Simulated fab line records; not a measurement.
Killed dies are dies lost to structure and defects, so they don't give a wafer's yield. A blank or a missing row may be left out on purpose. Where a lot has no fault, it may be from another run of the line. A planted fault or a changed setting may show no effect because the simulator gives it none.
fab line records | flow n5Finfet
[record] lots = 24 wafers = 72 lastDay = 18
route steps=1938 shown BEOL_M9@1403 BEOL_M10@1473
lots with no fault: from the same line, run without faults
startH: hours from the record's opening day to when the first of the lot's shown wafers began | waitH: hours elapsed since this lot's preceding step | " identical to the entry in the row above | L1.1+2: a single row standing in for several wafers | - no value present, or no start provided | * or withheld: withheld | < > ~ a bound
route shown NAME@n: names a module that has steps shown in the file, with the first one's number in the route | usual: mean/standard deviation taken from wafers without a fault | same: alike in all rows | chamber/n: place in a boat | sites: each site's reading | _std_site: their standard deviation | _edge_site: inner sites' mean taken away from outer sites' mean | radiusMm: how far each site lies from the wafer's centre | mask NAME#n: copy n | behind: the most recent tool/chamber to have shaped the wafer | hold: why the lot was held/for how many hours/how that ended | device: whichever transistor did not switch (one of n, p or np) | end of line: the same wafers' tests at the end of the route | a step with no rows: only its recipe | killed: not the wafer's yield, but the dies lost to structure and defects at the first sort | map: shows each die of a wafer: x if killed, . if not, _ if none is there
set.NAME: the setting the step ran with; set.NAME@STEP: the setting that earlier step ran with | model.NAME: the simulator's own value behind a step, which no gauge read
one table for each step of the route and one row for each wafer, over a sample of lots
services: the hour from which a tool's chamber was out of use, counted from the record's first day as startH (under 0 if before that day), plus the number of hours and why
[[steps]]
[step N5_BEOL_M9_THK_MEAS_01]
[recipe] reads = SiCOH_lowk_of_BEOL_M9_ILD_DEP_00
[usual] M9_ILD_THK = 267/4.5
// columns lot.wafer tool chamber startH waitH M9_ILD_THK[nm]
L074.1 filmMetro-02 - 204.19 0.8 267
L074.3 " - " " 261
L074.6 " - " " 269
L075.1 filmMetro-01 - 212.50 0.4 265
L075.4 " - " " 268
L075.5 " - " " 271
L076.2 filmMetro-02 - 228.31 0.4 265
L076.3 " - " " 261
L076.6 " - " " 269
L077.1 filmMetro-02 - 236.13 0.4 266
L077.2 " - " " 269
L077.4 " - " " 273
L080.2 filmMetro-01 - 239.75 0.4 263
L080.3 " - " " 262
L080.4 " - " " 262
L078.1 filmMetro-02 - 243.57 0.4 267
L078.2 " - " " 269
L078.6 " - " " 272
L079.1 filmMetro-02 - 244.83 0.4 266
L079.3 " - " " 273
L079.5 " - " " 277
L081.1 filmMetro-01 - 252.53 0.8 264
L081.3 " - " " 266
L081.6 " - " " 270
L083.3 filmMetro-01 - 256.74 0.3 268
L083.4 " - " " 265
L083.5 " - " " 269
L082.2 filmMetro-01 - 258.42 0.4 266
L082.3 " - " " 265
L082.6 " - " " 272
L084.1 filmMetro-01 - 269.08 0.4 268
L084.2 " - " " 267
L084.5 " - " " 271
L085.2 filmMetro-02 - 270.47 0.4 266
L085.5 " - " " 274
L085.6 " - " " 275
L086.1 filmMetro-02 - 286.73 0.4 268
L086.2 " - " " 267
L086.5 " - " " 273
L087.2 filmMetro-01 - 289.26 0.4 258
L087.4 " - " " 263
L087.6 " - " " 267
L089.2 filmMetro-01 - 293.85 0.4 257
L089.4 " - " " 267
L089.6 " - " " 267
L088.1 filmMetro-01 - 296.16 0.4 269
L088.5 " - " " 277
L088.6 " - " " 275
L091.4 filmMetro-01 - 298.51 0.2 271
L091.5 " - " " 272
L091.6 " - " " 268
L090.1 filmMetro-02 - 303.82 0.4 258
L090.2 " - " " 257
L090.6 " - " " 258
L092.1 filmMetro-01 - 312.61 0.4 265
L092.2 " - " " 267
L092.4 " - " " 267
L093.1 filmMetro-01 - 323.95 0.4 269
L093.3 " - " " 268
L093.4 " - " " 275
L095.2 filmMetro-01 - 334.56 0.4 268
L095.4 " - " " 270
L095.5 " - " " 275
L094.1 filmMetro-01 - 355.18 0.4 258
L094.3 " - " " 264
L094.6 " - " " 272
L096.1 filmMetro-02 - 357.04 0.4 263
L096.4 " - " " 265
L096.5 " - " " 269
L097.1 filmMetro-01 - 358.52 0.4 259
L097.4 " - " " 271
L097.6 " - " " 266
[step N5_BEOL_M9_HM_DEP_02]
[recipe] material = TiN targetThkA = 200 tempC = 25 chamberPressurePa = 0.49996
[usual] throttleValvePct = 29.9/1.6
// columns lot.wafer tool chamber startH waitH throttleValvePct
L074.1 pvdSputter-03 - 205.26 1.0 28.1
L074.3 " - " " 28.5
L074.6 " - " " 31.6
L075.1 pvdSputter-02 - 213.20 0.6 32.8
L075.4 " - " " 28.4
L075.5 " - " " 29.0
L076.2 pvdSputter-03 - 228.74 0.4 28.2
L076.3 " - " " 31.6
L076.6 " - " " 28.7
L077.1 pvdSputter-02 - 237.03 0.8 28.5
L077.2 " - " " 30.9
L077.4 " - " " 32.6
L080.2 pvdSputter-03 - 240.70 0.9 31.6
L080.3 " - " " 28.0
L080.4 " - " " 31.0
L078.1 pvdSputter-03 - 245.78 2.2 31.5
L078.2 " - " " 28.0
L078.6 " - " " 30.9
L079.1 pvdSputter-03 - 246.21 1.3 31.8
L079.3 " - " " 27.7
L079.5 " - " " 31.2
L081.1 pvdSputter-02 - 253.93 1.3 32.5
L081.3 " - " " 28.6
L081.6 " - " " 29.4
L083.3 pvdSputter-02 - 257.34 0.5 28.7
L083.4 " - " " 29.1
L083.5 " - " " 29.0
L082.2 pvdSputter-03 - 261.79 3.3 31.7
L082.3 " - " " 31.1
L082.6 " - " " 31.1
L084.1 pvdSputter-03 - 271.11 2.0 31.1
L084.2 " - " " 31.7
L084.5 " - " " 27.8
L085.2 pvdSputter-01 - 271.27 0.7 30.5
L085.5 " - " " 30.2
L085.6 " - " " 30.2
L086.1 pvdSputter-03 - 287.96 1.2 28.5
L086.2 " - " " 27.8
L086.5 " - " " 31.8
L087.2 pvdSputter-02 - 291.09 1.8 32.8
L087.4 " - " " 28.7
L087.6 " - " " 32.7
L089.2 pvdSputter-02 - 294.30 0.4 28.5
L089.4 " - " " 30.7
L089.6 " - " " 29.1
L088.1 pvdSputter-03 - 297.93 1.7 31.8
L088.5 " - " " 31.1
L088.6 " - " " 27.6
L091.4 pvdSputter-03 - 299.21 0.6 28.0
L091.5 " - " " 31.5
L091.6 " - " " 28.5
L090.1 pvdSputter-03 - 304.71 0.8 30.9
L090.2 " - " " 28.7
L090.6 " - " " 28.7
L092.1 pvdSputter-02 - 314.34 1.7 28.4
L092.2 " - " " 32.5
L092.4 " - " " 30.9
L093.1 pvdSputter-02 - 324.45 0.4 32.5
L093.3 " - " " 29.4
L093.4 " - " " 28.7
L095.2 pvdSputter-01 - 335.79 1.2 29.9
L095.4 " - " " 29.9
L095.5 " - " " 29.5
L094.1 pvdSputter-01 - 355.29 0.1 29.5
L094.3 " - " " 29.3
L094.6 " - " " 30.5
L096.1 pvdSputter-03 - 357.26 0.2 31.1
L096.4 " - " " 28.8
L096.5 " - " " 28.4
L097.1 pvdSputter-03 - 359.54 1.0 31.6
L097.4 " - " " 30.9
L097.6 " - " " 31.2
[step N5_BEOL_M9_OVL_MEAS_12]
[recipe] pointsPerWafer = 44
[usual] M9_OVL = -0.2/0.7
// columns lot.wafer tool chamber startH waitH M9_OVL[nm]
L074.1 overlay-02 0 205.67 0.0 0.8
L074.3 " 0 " " 0.5
L074.6 " 0 " " -0.5
L075.1 overlay-02 0 213.72 0.0 -0.7
L075.4 " 0 " " -0.7
L075.5 " 0 " " 0.3
L076.2 overlay-02 0 229.27 0.0 -0.1
L076.3 " 0 " " -1.0
L076.6 " 0 " " -0.4
L077.1 overlay-01 0 237.43 0.0 -1.2
L077.2 " 0 " " -1.0
L077.4 " 0 " " -0.9
L080.2 overlay-01 0 241.22 0.0 0.4
L080.3 " 0 " " 0.3
L080.4 " 0 " " -0.5
L078.1 overlay-01 0 246.19 0.0 -0.1
L078.2 " 0 " " -0.9
L078.6 " 0 " " -0.3
L079.1 overlay-02 0 246.77 0.0 -0.2
L079.3 " 0 " " 0.8
L079.5 " 0 " " 0.7
L081.1 overlay-01 0 254.46 0.0 0.4
L081.3 " 0 " " 0.5
L081.6 " 0 " " 0.1
L083.3 overlay-01 0 257.86 0.0 0.2
L083.4 " 0 " " 0.0
L083.5 " 0 " " -0.2
L082.2 overlay-01 0 262.32 0.0 0.5
L082.3 " 0 " " 0.2
L082.6 " 0 " " 1.1
L084.1 overlay-02 0 271.53 0.0 0.0
L084.2 " 0 " " -0.3
L084.5 " 0 " " 0.0
L085.2 overlay-01 0 271.67 0.0 -0.3
L085.5 " 0 " " -0.7
L085.6 " 0 " " 0.3
L086.1 overlay-02 0 288.36 0.0 0.1
L086.2 " 0 " " 0.2
L086.5 " 0 " " 0.8
L087.2 overlay-02 0 291.63 0.0 -2.0
L087.4 " 0 " " -1.0
L087.6 " 0 " " -0.9
L089.2 overlay-01 0 294.70 0.0 -0.7
L089.4 " 0 " " -0.5
L089.6 " 0 " " -0.7
L088.1 overlay-01 0 298.45 0.0 -0.2
L088.5 " 0 " " 1.0
L088.6 " 0 " " 0.6
L091.4 overlay-01 0 299.73 0.0 0.2
L091.5 " 0 " " 1.0
L091.6 " 0 " " 0.6
L090.1 overlay-01 0 305.11 0.0 -0.1
L090.2 " 0 " " -1.2
L090.6 " 0 " " -0.5
L092.1 overlay-01 0 314.88 0.0 -1.3
L092.2 " 0 " " -0.4
L092.4 " 0 " " -0.6
L093.1 overlay-02 0 324.98 0.0 0.6
L093.3 " 0 " " 1.3
L093.4 " 0 " " 0.0
L095.2 overlay-01 0 336.19 0.0 0.5
L095.4 " 0 " " -0.4
L095.5 " 0 " " -0.4
L094.1 overlay-01 0 355.81 0.0 0.0
L094.3 " 0 " " -0.8
L094.6 " 0 " " -1.0
L096.1 overlay-02 0 357.66 0.0 -0.7
L096.4 " 0 " " -0.2
L096.5 " 0 " " -0.4
L097.1 overlay-02 0 360.07 0.0 -1.5
L097.4 " 0 " " -2.1
L097.6 " 0 " " -0.2
[step N5_BEOL_M9_STRIP_80]
[recipe] chemistry = N2/H2 timeS = 10 powerW = 450 tempC = 40 pressureMtorr = 20 rfFrequencyHz = 6e+07 biasPowerW = 7 n2FlowSccm = 200 h2FlowSccm = 200
[usual] drypumpMotorCurrentA = 5.8/0.52 oesProductAu = 0.78/0.08 rfVppV = 59.4/0.8 showerheadPlenumPTorr = 2.58/0.08 throttleValvePct = 23.59/0.25
// columns lot.wafer tool chamber startH waitH drypumpMotorCurrentA oesProductAu rfHoursCounterH rfVppV showerheadPlenumPTorr throttleValvePct
L074.1 rieDiel-03 3 - - 5.6 0.85 43 60.1 2.69 23.46
L074.3 " 2 " " 5.0 0.79 111 59.0 2.54 23.57
L074.6 " 1 " " 5.9 0.74 - 58.2 2.41 23.65
L075.1 rieDiel-04 0 - - 5.6 0.71 195 59.6 2.50 23.77
L075.4 " 2 " " 5.8 0.72 166 59.2 2.62 23.75
L075.5 " 0 " " 5.6 0.71 - 59.7 2.50 23.76
L076.2 rieDiel-03 2 - - 5.0 0.80 118 60.5 2.54 23.56
L076.3 " 3 " " 5.6 0.86 51 59.3 2.69 23.46
L076.6 " 3 " " 5.7 0.85 - 59.6 2.69 23.47
L077.1 rieDiel-04 3 - - 5.7 0.97 12 59.6 2.62 23.14
L077.2 " 1 " " 6.3 0.73 208 59.1 2.63 23.25
L077.4 " 2 " " 5.7 0.72 171 60.0 2.62 23.76
L080.2 rieDiel-03 3 - - 5.7 0.84 53 59.8 2.69 23.48
L080.3 " 1 " " 6.0 0.73 188 58.3 2.41 23.65
L080.4 " 0 " " 5.9 0.74 180 58.3 2.53 23.72
L078.1 rieDiel-02 1 - - 5.4 0.82 84 60.2 2.57 23.31
L078.2 " 2 " " 6.6 0.88 43 59.7 2.60 23.57
L078.6 " 1 " " 5.4 0.83 - 59.7 2.57 23.31
L079.1 rieDiel-02 2 - - 6.6 0.87 43 59.0 2.60 23.58
L079.3 " 0 " " 5.1 0.69 221 60.1 2.50 24.10
L079.5 " 3 " " 6.5 0.88 - 60.2 2.70 23.51
L081.1 rieDiel-02 1 - - 5.4 0.82 87 59.8 2.57 23.32
L081.3 " 0 " " 5.1 0.69 224 60.1 2.50 24.11
L081.6 " 0 " " 5.1 0.69 - 60.0 2.50 24.10
L083.3 rieDiel-04 3 - - 5.8 0.95 18 59.0 2.61 23.15
L083.4 " 0 " " 5.6 0.70 207 59.8 2.49 23.78
L083.5 " 2 " " 5.7 0.70 - 58.1 2.62 23.75
L082.2 rieDiel-02 3 - - 6.6 0.88 54 58.9 2.70 23.52
L082.3 " 0 " " 5.1 0.69 227 59.2 2.50 24.09
L082.6 " 0 " " 5.2 0.69 - 60.0 2.50 24.11
L084.1 rieDiel-02 0 - - 5.1 0.68 229 59.2 2.50 24.10
L084.2 " 3 " " 6.5 0.87 57 59.7 2.70 23.49
L084.5 " 0 " " 5.1 0.68 - 58.5 2.50 24.10
L085.2 rieDiel-04 2 - - 5.7 0.70 182 60.2 2.61 23.76
L085.5 " 3 " " 5.7 0.95 - 59.1 2.61 23.16
L085.6 " 2 " " 5.7 0.71 - 59.1 2.61 23.79
L086.1 rieDiel-04 0 - - 5.6 0.70 217 59.0 2.49 23.82
L086.2 " 2 " " 5.8 0.70 188 59.9 2.61 23.78
L086.5 " 3 " " 5.8 0.93 - 61.0 2.61 23.17
L087.2 rieDiel-03 2 - - 5.0 0.77 136 58.8 2.53 23.58
L087.4 " 3 " " 5.6 0.82 67 58.6 2.68 23.50
L087.6 " 3 " " 5.6 0.83 - 58.8 2.68 23.49
L089.2 rieDiel-04 3 - - 5.8 0.93 30 60.5 2.61 23.17
L089.4 " 0 " " 5.6 0.71 219 58.0 2.49 23.80
L089.6 " 1 " " 6.3 0.71 - 59.5 2.62 23.28
L088.1 rieDiel-02 1 - - 5.4 0.80 101 57.9 2.56 23.33
L088.5 " 0 " " 5.1 0.68 - 58.5 2.49 24.11
L088.6 " 1 " " 5.4 0.79 - 59.6 2.56 23.34
L091.4 rieDiel-02 1 - - 5.4 0.81 101 59.1 2.56 23.35
L091.5 " 2 " " 6.6 0.84 - 59.4 2.59 23.59
L091.6 " 3 " " 6.5 0.85 - 62.1 2.69 23.53
L090.1 rieDiel-02 2 - - 6.6 0.85 64 59.3 2.59 23.60
L090.2 " 3 " " 6.6 0.85 69 59.2 2.69 23.53
L090.6 " 3 " " 6.6 0.85 - 58.5 2.69 23.54
L092.1 rieDiel-02 0 - - 5.1 0.68 244 58.3 2.49 24.12
L092.2 " 2 " " 6.6 0.85 69 61.0 2.59 23.62
L092.4 " 1 " " 5.4 0.79 109 58.0 2.56 23.35
L093.1 rieDiel-03 1 - - 6.0 0.71 216 58.6 2.40 23.70
L093.3 " 2 " " 5.1 0.75 149 59.4 2.52 23.59
L093.4 " 0 " " 5.9 0.73 208 58.3 2.52 23.75
L095.2 rieDiel-02 3 - - 6.6 0.83 83 59.2 2.69 23.54
L095.4 " 1 " " 5.4 0.79 - 58.7 2.55 23.34
L095.5 " 3 " " 6.6 0.83 - 60.1 2.68 23.55
L096.1 rieDiel-04 1 - - 6.3 0.71 232 60.3 2.62 23.28
L096.4 " 3 " " 5.7 0.91 39 60.5 2.60 23.18
L096.5 " 2 " " 5.8 0.70 - 59.8 2.61 23.80
L094.1 rieDiel-03 1 - - 6.0 0.71 225 59.1 2.39 23.70
L094.3 " 2 " " 5.0 0.75 157 58.6 2.52 23.60
L094.6 " 3 " " 5.7 0.81 - 60.0 2.67 23.53
L097.1 rieDiel-03 0 - - 5.9 0.71 218 60.1 2.51 23.77
L097.4 " 2 " " 5.0 0.76 158 57.4 2.52 23.60
L097.6 " 3 " " 5.6 0.81 - 58.9 2.67 23.52
[step N5_BEOL_M10_PECVD_70]
[recipe] material = SiO2 targetThkA = 200 tempC = 400 precursor = TEOS/O2 pressureTorr = 5.5 rfW = 450 teosFlowSccm = 53.8 gas = O2 flowSccm = 3000 timeS = 22.7
[usual] heaterPowerOuterW = 418/76 heaterPowerW = 743/120 showerheadPlenumPTorr = 8.76/0.064 throttleValvePct = 22.5/0.93
// columns lot.wafer tool chamber startH waitH heaterPowerOuterW heaterPowerW showerheadPlenumPTorr throttleValvePct
L074.1 pecvd-01 0 210.72 0.0 379 690 8.76 23.3
L074.3 " 0 " " 382 685 8.74 23.3
L074.6 " 1 " " 364 623 8.71 22.4
L075.1 pecvd-03 0 220.86 0.0 321 576 8.76 23.7
L075.4 " 2 " " 467 822 8.89 20.7
L075.5 " 0 " " 327 569 8.73 23.5
L076.2 pecvd-04 2 235.95 0.0 501 905 8.66 23.1
L076.3 " 1 " " 396 702 8.72 21.7
L076.6 " 2 " " 505 884 8.69 22.9
L077.1 pecvd-03 1 243.38 0.0 344 659 8.80 22.5
L077.2 " 2 " " 509 839 8.87 21.0
L077.4 " 0 " " 320 591 8.72 23.6
L080.2 pecvd-04 0 247.63 0.0 540 910 8.77 22.7
L080.3 " 1 " " 363 680 8.71 21.7
L080.4 " 0 " " 532 908 8.76 22.8
L078.1 pecvd-03 2 251.61 0.0 420 755 8.87 20.7
L078.2 " 0 " " 277 526 8.75 23.7
L078.6 " 2 " " 423 729 8.86 20.4
L079.1 pecvd-03 0 252.57 0.0 289 521 8.72 23.7
L079.3 " 2 " " 521 904 8.87 20.7
L079.5 " 0 " " 293 535 8.72 23.7
L081.1 pecvd-01 1 259.69 0.0 335 580 8.69 22.3
L081.3 " 0 " " 394 707 8.77 23.1
L081.6 " 2 " " 481 778 8.83 21.8
L083.3 pecvd-03 0 264.55 0.0 315 568 8.73 23.9
L083.4 " 0 " " 312 563 8.76 23.7
L083.5 " 2 " " 445 766 8.89 20.7
L082.2 pecvd-04 1 268.93 0.1 427 791 8.72 21.6
L082.3 " 2 " " 429 774 8.68 23.3
L082.6 " 2 " " 421 775 8.67 23.0
L084.1 pecvd-04 0 278.26 0.0 558 931 8.76 23.0
L084.2 " 1 " " 412 773 8.73 21.8
L084.5 " 2 " " 469 864 8.67 23.4
L085.2 pecvd-03 2 278.45 0.0 475 834 8.86 20.8
L085.5 " 1 " " 377 705 8.80 22.6
L085.6 " 2 " " 474 819 8.88 20.8
L086.1 pecvd-04 2 294.13 0.0 387 769 8.69 23.1
L086.2 " 1 " " 409 732 8.71 21.7
L086.5 " 0 " " 487 854 8.76 22.9
L087.2 pecvd-04 0 297.17 0.0 528 907 8.77 23.2
L087.4 " 0 " " 525 910 8.76 23.0
L087.6 " 1 " " 373 678 8.72 22.0
L089.2 pecvd-03 2 301.14 0.0 538 877 8.88 20.8
L089.4 " 2 " " 529 892 8.86 21.0
L089.6 " 0 " " 244 472 8.75 23.5
L088.1 pecvd-04 1 303.45 0.0 450 770 8.72 21.4
L088.5 " 2 " " 446 820 8.63 23.2
L088.6 " 1 " " 442 767 8.75 21.6
L091.4 pecvd-03 0 305.69 0.1 280 516 8.73 23.5
L091.5 " 1 " " 367 683 8.83 22.4
L091.6 " 2 " " 524 880 8.86 20.9
L090.1 pecvd-01 1 311.99 0.0 390 670 8.67 22.1
L090.2 " 0 " " 431 747 8.74 22.9
L090.6 " 2 " " 467 804 8.83 21.8
L092.1 pecvd-03 2 322.92 0.0 505 865 8.85 20.8
L092.2 " 0 " " 332 587 8.77 23.6
L092.4 " 1 " " 399 747 8.81 22.5
L093.1 pecvd-01 1 330.62 0.0 361 617 8.70 22.3
L093.3 " 0 " " 395 713 8.76 22.9
L093.4 " 0 " " 392 728 8.75 23.4
L095.2 pecvd-01 0 351.20 0.0 351 641 8.75 23.2
L095.4 " 1 " " 376 639 8.67 22.4
L095.5 " 0 " " 345 652 8.77 23.1
L096.1 pecvd-04 2 362.62 0.0 509 923 8.66 23.7
L096.4 " 1 " " 442 761 8.72 22.1
L096.5 " 2 " " 532 943 8.67 23.8
L094.1 pecvd-03 0 362.87 0.0 293 536 8.73 23.7
L094.3 " 1 " " 376 704 8.79 22.1
L094.6 " 0 " " 289 528 8.75 23.7
L097.1 pecvd-04 2 367.93 0.0 463 834 8.67 23.4
L097.4 " 2 " " 466 827 8.66 23.4
L097.6 " 1 " " 384 730 8.72 21.9
[step N5_BEOL_M10_CD_MEAS_11]
[recipe] targetCdNm = 64.1 landingEnergyEv = 500 detector = seInlens polarity = opening
[usual] cdNm = 64.2/0.68
// columns lot.wafer tool chamber startH waitH cdNm
L074.1 cdSem-03 0 212.10 - 64.5
L074.3 " 0 " " 64.0
L074.6 " 0 " " 64.2
L075.1 cdSem-01 0 222.46 - 64.6
L075.4 " 0 " " 64.1
L075.5 " 0 " " 64.1
L076.2 cdSem-03 0 237.39 - 64.2
L076.3 " 0 " " 63.6
L076.6 " 0 " " 63.6
L077.1 cdSem-03 0 243.95 - 63.4
L077.2 " 0 " " 63.1
L077.4 " 0 " " 63.8
L080.2 cdSem-03 0 249.11 - 63.4
L080.3 " 0 " " 64.0
L080.4 " 0 " " 63.6
L078.1 cdSem-01 0 253.94 - 65.1
L078.2 " 0 " " 64.6
L078.6 " 0 " " 64.3
L079.1 cdSem-03 0 254.47 - 65.4
L079.3 " 0 " " 65.8
L079.5 " 0 " " 65.4
L081.1 cdSem-03 0 262.49 - 63.5
L081.3 " 0 " " 64.2
L081.6 " 0 " " 63.7
L083.3 cdSem-01 0 266.03 - 64.1
L083.4 " 0 " " 64.9
L083.5 " 0 " " 65.1
L082.2 cdSem-03 0 271.57 - 64.4
L082.3 " 0 " " 65.5
L082.6 " 0 " " 63.9
L084.1 cdSem-01 0 279.53 - 63.8
L084.2 " 0 " " 63.4
L084.5 " 0 " " 63.4
L085.2 cdSem-03 0 279.95 - 63.8
L085.5 " 0 " " 64.1
L085.6 " 0 " " 64.6
L086.1 cdSem-01 0 294.93 - 63.9
L086.2 " 0 " " 64.1
L086.5 " 0 " " 64.9
L087.2 cdSem-01 0 298.96 - 65.5
L087.4 " 0 " " 65.2
L087.6 " 0 " " 65.4
L089.2 cdSem-03 0 302.70 - 63.6
L089.4 " 0 " " 63.6
L089.6 " 0 " " 62.7
L088.1 cdSem-03 0 304.88 - 65.2
L088.5 " 0 " " 64.6
L088.6 " 0 " " 65.6
L091.4 cdSem-03 0 306.57 - 64.6
L091.5 " 0 " " 63.8
L091.6 " 0 " " 64.4
L090.1 cdSem-03 0 314.59 - 63.6
L090.2 " 0 " " 64.9
L090.6 " 0 " " 65.0
L092.1 cdSem-01 0 324.75 - 63.9
L092.2 " 0 " " 63.5
L092.4 " 0 " " 63.6
L093.1 cdSem-01 0 332.44 - 64.4
L093.3 " 0 " " 65.2
L093.4 " 0 " " 64.6
L095.2 cdSem-02 0 351.63 - 64.0
L095.4 " 0 " " 63.9
L095.5 " 0 " " 63.8
L096.1 cdSem-01 0 366.40 - 64.9
L096.4 " 0 " " 64.4
L096.5 " 0 " " 65.3
L094.1 cdSem-01 0 366.83 - 64.9
L094.3 " 0 " " 64.2
L094.6 " 0 " " 64.8
L097.1 cdSem-03 0 370.72 - 64.1
L097.4 " 0 " " 63.6
L097.6 " 0 " " 63.1
[[services]]
// columns tool chamber startH hours kind
rieDiel-02 3 190.09 4.6 repair
pecvd-01 2 207.56 17.3 repair
pecvd-03 - 212.33 5.2 repair
pecvd-01 0 214.99 5.0 scheduledDown
pecvd-04 1 222.69 5.5 scheduledDown
pecvd-04 0 228.15 2.1 scheduledDown
rieDiel-03 0 236.50 2.5 repair
rieDiel-04 1 264.02 3.2 repair
rieDiel-02 1 266.25 1.6 repair
pecvd-03 - 266.75 2.8 pm
pecvd-01 0 270.45 - calibration
pecvd-01 - 294.03 5.5 pm
pvdSputter-01 - 297.03 20.4 repair
pecvd-03 0 297.36 2.1 scheduledDown
rieDiel-04 - 301.12 28.1 pm
rieDiel-02 0 307.62 3.9 repair
rieDiel-02 0 333.52 - clean
rieDiel-02 0 333.52 - consumableReplace:focusRing
rieDiel-02 0 333.52 15.5 scheduledDown
rieDiel-02 0 333.52 15.5 ventCycle
pvdSputter-02 - 335.00 4.1 repair
pecvd-03 - 338.04 0.8 repair
pecvd-01 - 343.79 2.8 pm
rieDiel-03 3 356.86 1.3 repair
[[key]]
fault none
